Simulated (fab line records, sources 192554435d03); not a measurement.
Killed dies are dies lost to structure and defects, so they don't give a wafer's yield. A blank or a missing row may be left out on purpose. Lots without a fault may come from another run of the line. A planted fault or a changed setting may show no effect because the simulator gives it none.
fab line records | flow n5_finfet
record lots=11 wafers=33 last_day=18
route steps=1938 shown BEOL_M14@1717 PASSIVATION@1936
lots that met no fault: from a run of the same line without faults
start_h: hours from the record's first day to the start of the lot's first wafer shown | wait_h: hours since the lot's step before | " the same as in the row above | L1.1+2: a row that stands for several wafers | - no value, or no start given | * or withheld: withheld | < > ~ a bound
route shown NAME@n: a module of which the file shows steps, and the number in the route of the first | usual: mean/standard deviation of fault-free wafers | same: alike in all rows | chamber/n: place in a boat | sites: the reading at each site | _std_site: their standard deviation | _edge_site: outer sites' mean less inner sites' | radius_mm: how far each site lies from the wafer's centre | mask NAME#n: copy n | behind: the tool/chamber that last shaped the wafer | hold: why the lot was held/for how many hours/how that ended | device: the transistor (n, p or np) that didn't switch | end of line: the same wafers' tests at the end of the route | a step without rows: its recipe alone | killed: dies lost to structure and defects at the first sort, not the wafer's yield | map: a wafer's dies, x killed, . not, _ none there
set.NAME: the setting as run; set.NAME@STEP: as run at that earlier step | model.NAME: the simulator's own value behind a step, which no gauge read
steps of the route over a sample of lots; a table a step, a row a wafer
services: from which hour (start_h, from the record's first day; less than 0 if before it) a tool's chamber was out of use, for how many hours, and why
## steps
# step N5_BEOL_M14_THK_MEAS_01
# recipe reads=SiO2_of_BEOL_M14_ILD_DEP_00
# usual M14_ILD_THK=1115/15
# columns lot.wafer tool chamber start_h wait_h M14_ILD_THK[nm]
L409.1 film_metro-01 - 242.98 0.1 1127
L409.4 " - " " 1134
L409.5 " - " " 1134
L410.2 film_metro-02 - 247.10 0.1 1104
L410.3 " - " " 1119
L410.6 " - " " 1124
L415.2 film_metro-02 - 285.29 0.1 1112
L415.3 " - " " 1110
L415.4 " - " " 1123
L414.1 film_metro-01 - 286.19 0.1 1093
L414.2 " - " " 1107
L414.5 " - " " 1115
L418.2 film_metro-02 - 294.87 0.1 1095
L418.4 " - " " 1105
L418.5 " - " " 1137
L419.1 film_metro-02 - 300.68 0.1 1118
L419.5 " - " " 1117
L419.6 " - " " 1110
L420.2 film_metro-02 - 322.79 0.1 1101
L420.3 " - " " 1093
L420.4 " - " " 1124
L422.2 film_metro-02 - 327.09 0.1 1124
L422.4 " - " " 1112
L422.6 " - " " 1145
L425.2 film_metro-01 - 344.80 0.1 1121
L425.3 " - " " 1090
L425.4 " - " " 1117
L427.2 film_metro-02 - 352.02 0.1 1124
L427.4 " - " " 1133
L427.6 " - " " 1146
L432.2 film_metro-02 - 388.73 0.1 1097
L432.3 " - " " 1123
L432.5 " - " " 1134
# step N5_BEOL_M14_DESCUM_15
# recipe chemistry=O2 time_s=7.9 source_power_w=50 bias_power_w=20 pressure_mtorr=20 rf_frequency_hz=2.712e+07 temp_c=40 o2_flow_sccm=225
# usual drypump_motor_current_A=6.0/0.41 oes_product_au=0.83/0.078 rf_vpp_V=243.1/1.3 showerhead_plenum_p_Torr=2.09/0.065 throttle_valve_pct=20.43/0.24
# columns lot.wafer tool chamber start_h wait_h drypump_motor_current_A oes_product_au rf_hours_counter_h rf_vpp_V showerhead_plenum_p_Torr throttle_valve_pct
L409.1 rie_diel-04 1 243.50 0.0 6.0 0.68 215 241.5 2.07 20.50
L409.4 " 3 " " 6.3 0.92 13 244.9 2.24 20.54
L409.5 " 2 " " 5.4 0.91 - 242.9 2.03 19.97
L410.2 rie_diel-03 3 247.83 0.4 6.3 0.79 134 244.0 2.10 20.33
L410.3 " 0 " " 5.7 0.83 93 242.6 2.11 20.66
L410.6 " 1 " " 6.5 0.88 - 243.3 2.04 20.61
L415.2 rie_diel-04 2 285.69 0.0 5.4 0.88 42 241.7 2.03 19.98
L415.3 " 3 " " 6.4 0.88 28 246.0 2.23 20.55
L415.4 " 0 " " 5.4 0.89 35 244.9 2.14 20.17
L414.1 rie_diel-03 1 286.71 0.0 6.5 0.85 52 241.7 2.04 20.65
L414.2 " 0 " " 5.7 0.79 110 244.8 2.10 20.70
L414.5 " 0 " " 5.7 0.80 - 244.1 2.10 20.70
L418.2 rie_diel-03 0 295.31 0.1 5.8 0.80 114 244.0 2.10 20.70
L418.4 " 2 " " 5.5 0.95 7 244.5 2.13 20.62
L418.5 " 2 " " 5.5 0.95 - 241.9 2.13 20.62
L419.1 rie_diel-04 1 301.20 0.0 6.0 0.66 238 242.0 2.07 20.54
L419.5 " 2 " " 5.3 0.87 - 242.6 2.03 20.00
L419.6 " 1 " " 6.0 0.67 - 242.4 2.07 20.52
L420.2 rie_diel-05 0 323.20 0.0 6.0 0.79 121 240.6 2.01 20.21
L420.3 " 3 " " 6.2 1.00 3 243.2 2.14 20.47
L420.4 " 2 " " 6.3 0.75 137 241.1 2.01 20.23
L422.2 rie_diel-04 0 327.63 0.2 5.4 0.87 51 243.2 2.13 20.21
L422.4 " 1 " " 6.0 0.66 244 242.0 2.06 20.53
L422.6 " 0 " " 5.4 0.88 - 244.6 2.13 20.20
L425.2 rie_diel-03 3 345.33 0.0 6.3 0.75 173 242.4 2.08 20.40
L425.3 " 1 " " 6.5 0.82 77 242.5 2.03 20.69
L425.4 " 2 " " 5.5 0.91 25 245.1 2.13 20.65
L427.2 rie_diel-03 2 352.50 0.1 5.5 0.90 28 243.3 2.12 20.64
L427.4 " 1 " " 6.5 0.81 80 241.7 2.03 20.69
L427.6 " 0 " " 5.8 0.78 - 243.7 2.09 20.74
L432.2 rie_diel-03 0 389.25 0.0 5.8 0.77 151 243.9 2.09 20.77
L432.3 " 1 " " 6.5 0.80 94 242.3 2.02 20.72
L432.5 " 0 " " 5.7 0.76 - 243.0 2.09 20.77
# step N5_BEOL_M14_VIA_ETCH_16
# recipe chemistry=C4F8/O2/Ar target=SiO2 he_inner_torr=15 he_outer_torr=30 target_depth_a=12313 time_s=withheld ion_energy_ev=800 pressure_mtorr=20 source_w=1905 bias_w=2040 Ar_flow_sccm=400 C4F8_flow_sccm=16 O2_flow_sccm=12 ends=cleared
# usual drypump_motor_current_A=6.0/0.41 oes_product_au=0.75/0.072 rf_vpp_V=2226/23 showerhead_plenum_p_Torr=3.44/0.094 throttle_valve_pct=30.92/0.23
# columns lot.wafer tool chamber start_h wait_h drypump_motor_current_A oes_product_au rf_vpp_V showerhead_plenum_p_Torr throttle_valve_pct
L409.1 rie_diel-04 1 243.59 0.0 6.0 0.61 2212 3.40 30.82
L409.4 " 3 " " 6.3 0.84 2229 3.65 31.01
L409.5 " 2 " " 5.3 0.82 2187 3.37 30.54
L410.2 rie_diel-03 3 247.92 0.0 6.4 0.71 2243 3.45 30.80
L410.3 " 0 " " 5.8 0.74 2207 3.46 31.17
L410.6 " 1 " " 6.5 0.79 2234 3.36 31.12
L415.2 rie_diel-04 2 285.77 0.0 5.4 0.80 2186 3.36 30.53
L415.3 " 3 " " 6.3 0.80 2227 3.64 31.01
L415.4 " 0 " " 5.4 0.81 2248 3.50 30.68
L414.1 rie_diel-03 1 286.80 0.0 6.5 0.77 2232 3.35 31.11
L414.2 " 0 " " 5.7 0.72 2207 3.45 31.17
L414.5 " 0 " " 5.7 0.72 2204 3.45 31.17
L418.2 rie_diel-03 0 295.40 0.0 5.7 0.73 2204 3.45 31.19
L418.4 " 2 " " 5.5 0.86 2260 3.51 31.27
L418.5 " 2 " " 5.5 0.86 2261 3.51 31.26
L419.1 rie_diel-04 1 301.29 0.0 6.0 0.60 2210 3.39 30.84
L419.5 " 2 " " 5.4 0.78 2186 3.36 30.56
L419.6 " 1 " " 6.0 0.61 2211 3.39 30.87
L420.2 rie_diel-05 0 323.29 0.0 6.1 0.71 2233 3.33 30.73
L420.3 " 3 " " 6.2 0.89 2257 3.52 31.08
L420.4 " 2 " " 6.4 0.68 2189 3.32 30.71
L422.2 rie_diel-04 0 327.72 0.0 5.4 0.79 2250 3.50 30.70
L422.4 " 1 " " 6.1 0.60 2210 3.38 30.86
L422.6 " 0 " " 5.4 0.79 2247 3.50 30.68
L425.2 rie_diel-03 3 345.42 0.0 6.4 0.67 2240 3.43 30.82
L425.3 " 1 " " 6.5 0.73 2228 3.34 31.12
L425.4 " 2 " " 5.5 0.80 2259 3.50 31.27
L427.2 rie_diel-03 2 352.58 0.0 5.5 0.81 2259 3.50 31.30
L427.4 " 1 " " 6.5 0.73 2229 3.34 31.14
L427.6 " 0 " " 5.8 0.70 2204 3.43 31.21
L432.2 rie_diel-03 0 389.34 0.0 5.8 0.68 2203 3.43 31.21
L432.3 " 1 " " 6.5 0.71 2230 3.33 31.16
L432.5 " 0 " " 5.7 0.68 2203 3.43 31.20
# step N5_BEOL_M14_COAT_65
# recipe resist=SOC temp_c=250 time_s=60 spin_rpm=1500 resist_thk_nm=450
# usual spin_speed_rpm=1500.0/0.95
# columns lot.wafer tool chamber start_h wait_h spin_speed_rpm
L409.1 litho_track-02 0 243.97 0.0 1500.1
L409.4 " 0 " " 1500.6
L409.5 " 0 " " 1501.1
L410.2 litho_track-02 0 248.30 0.0 1500.8
L410.3 " 0 " " 1499.6
L410.6 " 0 " " 1498.6
L415.2 litho_track-05 0 286.16 0.0 1500.3
L415.3 " 0 " " 1500.0
L415.4 " 0 " " 1499.3
L414.1 litho_track-05 0 287.18 0.0 1501.0
L414.2 " 0 " " 1500.3
L414.5 " 0 " " 1501.4
L418.2 litho_track-02 0 295.79 0.0 1500.4
L418.4 " 0 " " 1500.2
L418.5 " 0 " " 1499.0
L419.1 litho_track-02 0 301.67 0.0 1499.1
L419.5 " 0 " " 1500.8
L419.6 " 0 " " 1499.8
L420.2 litho_track-05 0 323.67 0.0 1500.0
L420.3 " 0 " " 1498.2
L420.4 " 0 " " 1499.7
L422.2 litho_track-05 0 328.10 0.0 1500.1
L422.4 " 0 " " 1499.6
L422.6 " 0 " " 1499.9
L425.2 litho_track-02 0 345.80 0.0 1500.6
L425.3 " 0 " " 1501.9
L425.4 " 0 " " 1501.1
L427.2 litho_track-02 0 352.97 0.0 1626.5
L427.4 " 0 " " 1624.7
L427.6 " 0 " " 1628.0
L432.2 litho_track-02 0 389.72 0.0 1626.6
L432.3 " 0 " " 1625.5
L432.5 " 0 " " 1626.4
# step N5_PASSIVATION_PROBE_49
# usual defect_limited_yield=91.2/1.4 killed_at_M0_to_M3=35/11 killed_at_M4_up=12/4.2 killed_at_contacts=13/5.6 killed_at_front_end=40/12 killed_at_other=3.3/2.6 killed_dies=103/17 killed_open=68/12 killed_short=34/7.6 sort_bin_5_function=5.1/0.95 sort_bin_6_memory=3.3/0.68 sort_bin_8_speed=0.00/0.007 sort_n_pass=1077/17 sort_yield_pct=91.2/1.4
# same gross_dies=1180 killed_at_back_side=0 sort_bin_4_leakage[%]=0
# columns lot.wafer tool chamber start_h wait_h defect_limited_yield[%] killed_at_M0_to_M3 killed_at_M4_up killed_at_contacts killed_at_front_end killed_at_other killed_dies killed_open killed_short sort_bin_5_function[%] sort_bin_6_memory[%] sort_bin_8_speed[%] sort_n_pass sort_yield_pct[%]
L419.1 prober-01 - 324.92 0.0 91.9 34 6 15 38 3 96 61 33 4.7 2.8 0 1084 91.9
L419.5 prober-01 - 325.12 0.2 91.4 39 14 16 31 2 102 67 31 5.4 2.5 0 1078 91.4
L419.6 prober-01 - 325.17 0.3 91.1 35 9 12 45 4 105 79 26 5.1 3.7 0 1075 91.1
L422.2 prober-01 - 351.45 0.4 92.5 31 5 18 31 3 88 59 29 4.2 3.0 0 1092 92.5
L422.4 prober-01 - 351.55 0.5 94.1 18 13 18 20 1 70 40 30 3.1 2.6 0 1110 94.1
L422.6 prober-01 - 351.65 0.6 90.0 46 15 25 29 3 118 85 33 4.8 4.6 0 1062 90.0
L427.2 prober-01 - 379.30 0.1 91.6 24 13 9 53 0 99 74 24 5.3 2.7 0 1081 91.6
L427.4 prober-01 - 379.40 0.2 94.3 11 13 13 28 2 67 52 15 3.4 2.2 0 1113 94.3
L427.6 prober-01 - 379.50 0.3 91.9 25 16 13 33 8 95 67 28 4.7 3.3 0 1085 91.9
# killed by level:class
L419.1 MOL_CONTACT_COAG:geometric_particle:open=11 STI_FIN_REVEAL:geometric_particle:open=9 BEOL_M0_SAQP:geometric_particle:open=7 FIN_SAQP:geometric_particle:open=6 BEOL_M0_SAQP:geometric_particle:short=6 BEOL_M3:geometric_particle:open=6 BEOL_M1:geometric_particle:open=5 FIN_SAQP:geometric_particle:short=4
L419.5 STI_FIN_REVEAL:geometric_particle:open=10 MOL_CONTACT_COAG:geometric_particle:open=9 BEOL_M4:geometric_particle:open=8 BEOL_M0_SAQP:geometric_particle:open=8 MOL_CONTACT_COAG:geometric_particle:short=6 BEOL_M0_SAQP:geometric_particle:short=6 BEOL_M2:geometric_particle:open=6 BEOL_M3:geometric_particle:open=6
L419.6 BEOL_M0_SAQP:geometric_particle:open=16 STI_FIN_REVEAL:geometric_particle:open=13 MOL_CONTACT_COAG:geometric_particle:open=10 FIN_SAQP:geometric_particle:open=9 STARTING-WAFER:geometric_particle:short=6 BEOL_M0_SAQP:geometric_particle:short=5 BEOL_M2:geometric_particle:open=5 BEOL_M1:geometric_particle:open=4
L422.2 MOL_CONTACT_COAG:geometric_particle:open=16 BEOL_M0_SAQP:geometric_particle:short=9 BEOL_M0_SAQP:geometric_particle:open=9 FIN_SAQP:geometric_particle:short=7 STI_FIN_REVEAL:geometric_particle:open=7 FIN_SAQP:geometric_particle:open=6 BEOL_M2:geometric_particle:open=6 BEOL_M0:geometric_particle:open=4
L422.4 MOL_CONTACT_COAG:geometric_particle:open=14 GATE_CUT:geometric_particle:short=5 BEOL_M5:geometric_particle:open=5 STI_FIN_REVEAL:geometric_particle:open=4 ILD0:geometric_particle:short=4 BEOL_M2:geometric_particle:short=4 MOL_CONTACT_COAG:geometric_particle:short=4 BEOL_M0_SAQP:geometric_particle:short=4
L422.6 MOL_CONTACT_COAG:geometric_particle:open=21 BEOL_M2:geometric_particle:open=14 BEOL_M0_SAQP:geometric_particle:open=10 STI_FIN_REVEAL:geometric_particle:open=8 BEOL_M4:geometric_particle:open=8 BEOL_M0_SAQP:geometric_particle:short=7 BEOL_M3:geometric_particle:open=5 FIN_SAQP:geometric_particle:short=4
L427.2 STI_FIN_REVEAL:geometric_particle:open=28 MOL_CONTACT_COAG:geometric_particle:open=8 BEOL_M0_SAQP:geometric_particle:open=6 BEOL_M2:geometric_particle:open=6 BEOL_M4:geometric_particle:short=6 FIN_SAQP:geometric_particle:open=5 STI_FIN_REVEAL:geometric_particle:short=5 FIN_SAQP:geometric_particle:short=4
L427.4 MOL_CONTACT_COAG:geometric_particle:open=12 DUMMY_GATE:geometric_particle:open=8 FIN_SAQP:geometric_particle:open=7 STI_FIN_REVEAL:geometric_particle:open=6 BEOL_M11:geometric_particle:open=4 BEOL_M0_SAQP:geometric_particle:short=3 BEOL_M0:geometric_particle:open=3 BEOL_M4:geometric_particle:open=3
L427.6 STI_FIN_REVEAL:geometric_particle:open=11 MOL_CONTACT_COAG:geometric_particle:open=10 FIN_SAQP:geometric_particle:open=8 BEOL_M2:geometric_particle:open=6 BEOL_M7:geometric_particle:open=5 BEOL_M0_SAQP:geometric_particle:open=4 BEOL_M3:geometric_particle:open=4 FIN_SAQP:geometric_particle:short=3
## services
# columns tool chamber start_h hours kind
rie_diel-03 2 245.19 - clean
rie_diel-03 2 245.19 - consumable_replace:focus_ring
rie_diel-03 2 245.19 22.5 scheduled_down
rie_diel-03 2 245.19 22.5 vent_cycle
rie_diel-03 2 282.26 6.2 repair
rie_diel-05 3 297.86 - clean
rie_diel-05 3 297.86 - consumable_replace:focus_ring
rie_diel-05 3 297.86 17.7 scheduled_down
rie_diel-05 3 297.86 17.7 vent_cycle
rie_diel-04 1 301.83 9.3 repair
rie_diel-05 0 311.43 10.0 repair
rie_diel-05 1 312.06 1.9 repair
rie_diel-04 3 343.89 10.1 repair
rie_diel-04 1 354.22 - clean
rie_diel-04 1 354.22 - consumable_replace:focus_ring
rie_diel-04 1 354.22 21.4 scheduled_down
rie_diel-04 1 354.22 21.4 vent_cycle
rie_diel-03 2 363.57 10.7 repair
rie_diel-05 2 378.73 45.5 repair
## key
first_sign step=N5_BEOL_M14_COAT_65 reading=spin_speed_rpm direction=up sigmas=99+ usual=* struck=*
effect none on later readings
met_at N5_BEOL_M14_COAT_65
struck_lots L427,L432
not_acting_at N5_BEOL_M14_THK_MEAS_01,N5_BEOL_M14_DESCUM_15,N5_BEOL_M14_VIA_ETCH_16
onset_between 345.80 352.97
fault kind=process_parameter_drift tool=litho_track-02 chamber=- onset_h=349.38 steps=N5_BEOL_M14_COAT_65 channel=spin_rpm offset=* shape=step end_h=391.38 acts_in=* stated=*
